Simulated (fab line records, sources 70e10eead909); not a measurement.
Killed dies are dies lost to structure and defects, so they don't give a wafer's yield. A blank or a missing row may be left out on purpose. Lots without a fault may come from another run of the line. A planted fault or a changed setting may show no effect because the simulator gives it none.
Chamber matching | flow nand_harc | NHARC_P_CONTACT_CMP_01 on cmp-03: 4 sister chambers
The step polishes SiO2, target thk 200 nm. 4 wafers are shown with their chamber, then 7 later ones without.

WAFERS WITH THEIR CHAMBER
wafer  | chamber | motor_current_A (A)
L075.1 | 0       | 12.5
L079.1 | 3       | 10.4
L086.3 | 1       | 13.0
L086.4 | 2       | 14.5

WAFERS WITHOUT THEIR CHAMBER
wafer  | motor_current_A (A)
L086.6 | 12.7
L090.1 | 12.7
L090.3 | 12.2
L090.4 | 14.6
L096.1 | 14.4
L096.3 | 12.6
L096.5 | 13.9

WHICH CHAMBER EACH WENT THROUGH
wafer  | from the rows above     | in truth
L086.6 | can't be placed: 0 or 1 | 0
L090.1 | can't be placed: 0 or 1 | 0
L090.3 | can't be placed: 0 or 1 | 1
L090.4 | 2                       | 2
L096.1 | 2                       | 2
L096.3 | can't be placed: 0 or 1 | 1
L096.5 | can't be placed: 2 or 1 | 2
Placed correctly: 2 of 7. Can't be placed from these rows: 5 (the true chamber is among the candidates in 5). Placed wrongly: 0.
How it was worked out, from the rows above alone: a wafer's distance from a chamber is the root of the sum, over the readings, of the square of ((its reading less the chamber's mean) divided by the reading's scatter). The wafer belongs to the nearest chamber; if the next one is less than 2 further off, it can't be placed. A chamber's mean is the mean of its shown wafers. The scatter: with one shown wafer a chamber, the root of the mean of the squares of how far each hidden wafer lies from its nearest shown one.
